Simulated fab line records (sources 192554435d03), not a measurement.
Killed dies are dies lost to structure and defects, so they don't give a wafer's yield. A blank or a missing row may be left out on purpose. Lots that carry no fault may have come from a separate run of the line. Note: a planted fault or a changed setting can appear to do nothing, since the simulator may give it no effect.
The tool behind it: which one? | flow n5-finfet | Sampling: 24 lots, 72 wafers, 6 of 1938 route steps

## WHAT THE GAUGES SHOWED, per wafer
N5_WELL_APT_INSPECT_38: inspects for defects (darkfield). Usual: raw-defect-count 14, standard deviation 5.8.
lot  | measured    | on                | raw-defect-count | flag
L074 | day 1 17:20 | defect-inspect-02 | 3 10 10          |
L075 | day 2 00:29 | defect-inspect-01 | 10 10 5          |
L076 | day 2 06:02 | defect-inspect-02 | 9 4 9            |
L077 | day 2 10:53 | defect-inspect-01 | 15 12 4          |
L078 | day 2 17:48 | defect-inspect-01 | 12 12 11         |
L079 | day 2 22:59 | defect-inspect-02 | 12 15 17         |
L080 | day 3 08:59 | defect-inspect-02 | 14 15 12         |
L081 | day 3 10:40 | defect-inspect-01 | 20 13 19         |
L082 | day 3 16:43 | defect-inspect-01 | 14 20 19         |
L083 | day 3 22:33 | defect-inspect-01 | 10 21 17         |
L084 | day 4 05:52 | defect-inspect-01 | 12 12 16         |
L085 | day 4 11:16 | defect-inspect-01 | 9 10 12          |
L086 | day 4 17:20 | defect-inspect-01 | 12 9 20          |
L087 | day 4 22:42 | defect-inspect-02 | 13 9 6           |
L088 | day 5 04:50 | defect-inspect-01 | 15 22 16         |
L089 | day 5 10:40 | defect-inspect-02 | 6 7 5            |
L090 | day 5 16:53 | defect-inspect-02 | 8 12 12          |
L091 | day 5 23:26 | defect-inspect-02 | 20 18 8          |
L092 | day 6 05:59 | defect-inspect-02 | 22 20 20         |
L093 | day 6 10:32 | defect-inspect-02 | 6 11 9           |
L094 | day 6 17:11 | defect-inspect-02 | 18 10 16         |
L095 | day 6 22:34 | defect-inspect-01 | 33 15 26         |
L096 | day 7 04:31 | defect-inspect-01 | 14 12 12         |
L097 | day 7 11:14 | defect-inspect-02 | 15 10 14         |

N5_PMOS_HMC_CHANNEL_EPI_INSPECT_30: inspects for defects (darkfield). Usual: raw-defect-count 20, standard deviation 5.8.
lot  | measured    | on                | raw-defect-count | flag
L074 | day 1 21:11 | defect-inspect-02 | 12 25 15         |
L075 | day 2 03:56 | defect-inspect-01 | 17 27 15         |
L076 | day 2 09:27 | defect-inspect-01 | 27 13 18         |
L077 | day 2 14:14 | defect-inspect-01 | 22 10 23         |
L078 | day 2 23:25 | defect-inspect-01 | 19 16 17         |
L079 | day 3 02:14 | defect-inspect-02 | 22 15 29         |
L080 | day 3 12:47 | defect-inspect-02 | 21 19 26         |
L081 | day 3 14:26 | defect-inspect-01 | 22 18 13         |
L082 | day 3 20:27 | defect-inspect-02 | 13 14 17         |
L083 | day 4 01:42 | defect-inspect-01 | 16 16 17         |
L084 | day 4 09:53 | defect-inspect-02 | 18 28 19         |
L085 | day 4 15:19 | defect-inspect-02 | 26 31 22         |
L086 | day 4 21:01 | defect-inspect-01 | 24 25 40         |
L087 | day 5 02:02 | defect-inspect-02 | 32 16 28         |
L088 | day 5 08:06 | defect-inspect-02 | 13 24 12         |
L089 | day 5 13:55 | defect-inspect-02 | 8 18 29          |
L090 | day 5 20:08 | defect-inspect-01 | 24 16 16         |
L091 | day 6 03:31 | defect-inspect-01 | 18 24 27         |
L092 | day 6 09:32 | defect-inspect-02 | 22 17 16         |
L093 | day 6 14:32 | defect-inspect-01 | 14 19 14         |
L094 | day 6 20:26 | defect-inspect-01 | 17 12 26         |
L095 | day 7 01:50 | defect-inspect-02 | 22 16 26         |
L096 | day 7 08:05 | defect-inspect-02 | 18 13 11         |
L097 | day 7 15:20 | defect-inspect-02 | 33 23 20         |

N5_FIN_SAQP_OCD_MEAS_76. Usual: trench-depth-nm 118.1 nm, standard deviation 2.2.
lot  | measured    | on     | trench-depth-nm (nm) | flag
L074 | day 2 05:06 | ocd-01 | 118.7 117.1 120.0    |
L075 | day 2 10:51 | ocd-02 | 111.9 118.2 112.3    |
L076 | day 2 16:17 | ocd-02 | 118.3 118.2 115.4    |
L077 | day 2 20:36 | ocd-02 | 117.7 120.9 120.1    |
L078 | day 3 06:56 | ocd-01 | 121.0 120.2 117.3    |
L079 | day 3 08:25 | ocd-01 | 118.5 116.0 115.5    |
L080 | day 3 20:59 | ocd-01 | 118.7 118.9 119.8    |
L081 | day 3 22:15 | ocd-02 | 116.7 120.4 113.9    |
L082 | day 4 02:17 | ocd-01 | 121.0 116.4 114.8    |
L083 | day 4 11:59 | ocd-01 | 121.1 115.2 117.4    |
L084 | day 4 16:46 | ocd-02 | 116.7 116.9 114.4    |
L085 | day 4 22:02 | ocd-02 | 120.8 116.1 120.0    |
L086 | day 5 05:29 | ocd-02 | 120.9 113.9 114.6    |
L087 | day 5 09:40 | ocd-01 | 120.4 119.0 118.9    |
L088 | day 5 13:58 | ocd-01 | 120.7 116.9 115.1    |
L089 | day 5 21:15 | ocd-02 | 120.8 121.9 121.3    |
L090 | day 6 02:02 | ocd-02 | 118.7 118.3 118.4    |
L091 | day 6 11:19 | ocd-02 | 120.9 116.3 116.7    |
L092 | day 6 16:14 | ocd-01 | 115.5 121.0 118.4    |
L093 | day 6 20:37 | ocd-02 | 118.1 118.3 119.2    |
L094 | day 7 02:19 | ocd-01 | 120.0 118.3 119.7    |
L095 | day 7 07:46 | ocd-02 | 120.2 119.0 115.0    |
L096 | day 7 14:05 | ocd-01 | 121.3 119.1 119.6    |
L097 | day 7 21:20 | ocd-01 | 119.5 116.9 114.9    |

## EACH LOT AND THE TOOL THAT RAN IT (in order: tool; ch and the chambers of the sampled wafers; start)
lot  | N5_FIN_SAQP_PECVD_48           | N5_FIN_SAQP_HM_CD_35   | N5_FIN_SAQP_FIN_ETCH_36
L074 | pecvd-03 ch 0,1, day 1 21:55   | cd-sem-03, day 2 04:49 | rie-si-03 ch 0,2, day 2 04:53
L075 | pecvd-01 ch 0,1, day 2 04:58   | cd-sem-01, day 2 10:34 | rie-si-05 ch 0,3, day 2 10:38
L076 | pecvd-01 ch 0,1,2, day 2 10:20 | cd-sem-03, day 2 16:00 | rie-si-03 ch 0,1,3, day 2 16:04
L077 | pecvd-03 ch 0,2, day 2 14:58   | cd-sem-01, day 2 20:19 | rie-si-02 ch 0,2,3, day 2 20:23
L078 | pecvd-02 ch 0,1, day 3 01:23   | cd-sem-02, day 3 06:39 | rie-si-02 ch 0,2,3, day 3 06:43
L079 | pecvd-03 ch 0,2, day 3 02:59   | cd-sem-02, day 3 08:07 | rie-si-03 ch 1,3, day 3 08:11
L080 | pecvd-01 ch 0,1,2, day 3 14:31 | cd-sem-03, day 3 20:41 | rie-si-02 ch 1,3, day 3 20:45
L081 | pecvd-03 ch 0,1,2, day 3 15:26 | cd-sem-02, day 3 21:58 | rie-si-05 ch 0,1,2, day 3 22:02
L082 | pecvd-02 ch 0,1,2, day 3 21:11 | cd-sem-02, day 4 01:59 | rie-si-05 ch 0,1,3, day 4 02:03
L083 | pecvd-03 ch 0,1, day 4 02:28   | cd-sem-03, day 4 11:41 | rie-si-05 ch 0,1,2, day 4 11:46
L084 | pecvd-02 ch 0,2, day 4 11:17   | cd-sem-02, day 4 16:29 | rie-si-03 ch 0,1,3, day 4 16:33
L085 | pecvd-02 ch 0,1, day 4 16:03   | cd-sem-01, day 4 21:44 | rie-si-05 ch 1,2,3, day 4 21:49
L086 | pecvd-03 ch 0,2, day 4 22:07   | cd-sem-02, day 5 05:12 | rie-si-05 ch 0,1,2, day 5 05:16
L087 | pecvd-02 ch 0,1,2, day 5 04:51 | cd-sem-03, day 5 09:23 | rie-si-02 ch 0,1, day 5 09:27
L088 | pecvd-02 ch 0,1,2, day 5 09:05 | cd-sem-03, day 5 13:40 | rie-si-05 ch 0,1,3, day 5 13:44
L089 | pecvd-03 ch 0,1,2, day 5 16:13 | cd-sem-01, day 5 20:58 | rie-si-05 ch 2,3, day 5 21:02
L090 | pecvd-02 ch 0,1,2, day 5 21:04 | cd-sem-03, day 6 01:46 | rie-si-02 ch 0,1, day 6 01:49
L091 | pecvd-01 ch 0,2, day 6 04:18   | cd-sem-01, day 6 11:01 | rie-si-03 ch 1,2,3, day 6 11:05
L092 | pecvd-02 ch 0,1,2, day 6 10:20 | cd-sem-02, day 6 15:57 | rie-si-05 ch 1,2,3, day 6 16:01
L093 | pecvd-01 ch 0,2, day 6 15:19   | cd-sem-02, day 6 20:17 | rie-si-02 ch 2,3, day 6 20:21
L094 | pecvd-02 ch 0,2, day 6 21:17   | cd-sem-02, day 7 02:02 | rie-si-03 ch 0,2, day 7 02:06
L095 | pecvd-01 ch 0,1,2, day 7 02:32 | cd-sem-01, day 7 07:28 | rie-si-03 ch 0,1,2, day 7 07:32
L096 | pecvd-03 ch 0,1,2, day 7 08:48 | cd-sem-02, day 7 13:47 | rie-si-02 ch 0,2, day 7 13:52
L097 | pecvd-03 ch 1,2, day 7 16:26   | cd-sem-02, day 7 21:02 | rie-si-05 ch 0,1,3, day 7 21:05
- N5_FIN_SAQP_PECVD_48: deposits SiNx from SiH4/NH3/N2, target thk 25 nm, time 22.1 s.
- N5_FIN_SAQP_HM_CD_35: target cd 8 nm.
- N5_FIN_SAQP_FIN_ETCH_36: etches the open film in HBr/Cl2/O2, target depth 120 nm, time 50.4 s.

## AS READ BY THE TOOLS THEMSELVES (means over the sampled wafers that have a number; for cases with no such wafer, the mark the record gives instead)
N5_FIN_SAQP_PECVD_48. Usual: heater-power-w 710 W, standard deviation 82; showerhead-plenum-p-Torr 5.14 Torr, standard deviation 0.11; throttle-valve-pct 40 %, standard deviation 4.
lot  | tool     | heater-power-w (W) | showerhead-plenum-p-Torr (Torr) | throttle-valve-pct (%) | flag
L074 | pecvd-03 | 691                | 5.08                            | 39                     |
L075 | pecvd-01 | 823                | 5.23                            | 42                     |
L076 | pecvd-01 | 821                | 5.17                            | 42                     |
L077 | pecvd-03 | 627                | 5.12                            | 40                     |
L078 | pecvd-02 | 695                | 5.19                            | 40                     |
L079 | pecvd-03 | 684                | 5.13                            | 39                     |
L080 | pecvd-01 | 775                | 5.17                            | 42                     |
L081 | pecvd-03 | 668                | 5.10                            | 39                     |
L082 | pecvd-02 | 715                | 5.15                            | 40                     |
L083 | pecvd-03 | 705                | 5.08                            | 39                     |
L084 | pecvd-02 | 702                | 5.12                            | 37                     |
L085 | pecvd-02 | 696                | 5.19                            | 40                     |
L086 | pecvd-03 | 694                | 5.13                            | 40                     |
L087 | pecvd-02 | 704                | 5.16                            | 40                     |
L088 | pecvd-02 | 660                | 5.16                            | 40                     |
L089 | pecvd-03 | 650                | 5.10                            | 40                     |
L090 | pecvd-02 | 681                | 5.17                            | 40                     |
L091 | pecvd-01 | 713                | 5.21                            | 40                     |
L092 | pecvd-02 | 665                | 5.16                            | 40                     |
L093 | pecvd-01 | 738                | 5.10                            | 43                     |
L094 | pecvd-02 | 698                | 5.12                            | 37                     |
L095 | pecvd-01 | 765                | 5.18                            | 42                     |
L096 | pecvd-03 | 677                | 5.11                            | 39                     |
L097 | pecvd-03 | 701                | 5.05                            | 37                     |

N5_FIN_SAQP_HM_CD_35. Usual: cd-nm 8.11 nm, standard deviation 0.26.
lot  | tool      | cd-nm (nm) | flag
L074 | cd-sem-03 | 8.17       |
L075 | cd-sem-01 | 8.07       |
L076 | cd-sem-03 | 7.74       |
L077 | cd-sem-01 | 8.02       |
L078 | cd-sem-02 | 8.39       |
L079 | cd-sem-02 | 7.95       |
L080 | cd-sem-03 | 8.17       |
L081 | cd-sem-02 | 8.23       |
L082 | cd-sem-02 | 8.13       |
L083 | cd-sem-03 | 8.19       |
L084 | cd-sem-02 | 8.00       |
L085 | cd-sem-01 | 8.11       |
L086 | cd-sem-02 | 8.37       |
L087 | cd-sem-03 | 7.93       |
L088 | cd-sem-03 | 7.99       |
L089 | cd-sem-01 | 8.05       |
L090 | cd-sem-03 | 7.94       |
L091 | cd-sem-01 | 8.02       |
L092 | cd-sem-02 | 8.15       |
L093 | cd-sem-02 | 8.27       |
L094 | cd-sem-02 | 8.12       |
L095 | cd-sem-01 | 8.21       |
L096 | cd-sem-02 | 8.29       |
L097 | cd-sem-02 | 8.05       |

N5_FIN_SAQP_FIN_ETCH_36. Usual: drypump-motor-current-A 5.9 A, standard deviation 0.38; oes-product-au 0.989 a.u., standard deviation 0.017; throttle-valve-pct 35.9 %, standard deviation 0.41.
lot  | tool      | drypump-motor-current-A (A) | oes-product-au (a.u.) | throttle-valve-pct (%) | flag
L074 | rie-si-03 | 5.6                         | 0.980                 | 35.3                   |
L075 | rie-si-05 | 6.0                         | 0.973                 | 36.4                   |
L076 | rie-si-03 | 5.7                         | 0.987                 | 35.8                   |
L077 | rie-si-02 | 5.7                         | 0.978                 | 35.9                   |
L078 | rie-si-02 | 5.7                         | 0.991                 | 35.9                   |
L079 | rie-si-03 | 5.6                         | 0.988                 | 36.1                   |
L080 | rie-si-02 | 5.9                         | 0.983                 | 35.6                   |
L081 | rie-si-05 | 6.2                         | 0.992                 | 36.2                   |
L082 | rie-si-05 | 6.1                         | 0.987                 | 36.1                   |
L083 | rie-si-05 | 6.2                         | 1.005                 | 36.2                   |
L084 | rie-si-03 | 5.7                         | 0.977                 | 35.8                   |
L085 | rie-si-05 | 6.2                         | 1.007                 | 36.0                   |
L086 | rie-si-05 | 6.2                         | 0.992                 | 36.2                   |
L087 | rie-si-02 | 6.1                         | 0.984                 | 35.6                   |
L088 | rie-si-05 | 6.1                         | 0.993                 | 36.0                   |
L089 | rie-si-05 | 6.3                         | 1.018                 | 36.3                   |
L090 | rie-si-02 | 6.1                         | 0.975                 | 35.7                   |
L091 | rie-si-03 | 5.7                         | 0.993                 | 35.8                   |
L092 | rie-si-05 | 6.2                         | 1.004                 | 36.0                   |
L093 | rie-si-02 | 5.5                         | 0.986                 | 35.9                   |
L094 | rie-si-03 | 5.6                         | 0.981                 | 35.3                   |
L095 | rie-si-03 | 5.8                         | 0.989                 | 35.4                   |
L096 | rie-si-02 | 5.7                         | 0.994                 | 36.1                   |
L097 | rie-si-05 | 6.1                         | 0.985                 | 36.1                   |

## THE ANSWER, worked out from the rows above alone
Rule: a lot counts as off when the mean over its wafers that have a number is more than 3 standard deviations away from the usual mean. A lot without any number at a reading at which 4 lots or more have one is off too. Where the step has rows for the other lots, those lots are counted as sound. First the gauges in route order, then the tools' own readings, where a lot's mean is used as printed above. At the first step where some lot is off, the reading lying furthest off is the one used; lots without a number count as furthest.
None of the lots is off at any reading shown; this tells nothing.

## WHAT THE SIMULATOR HAD INSERTED
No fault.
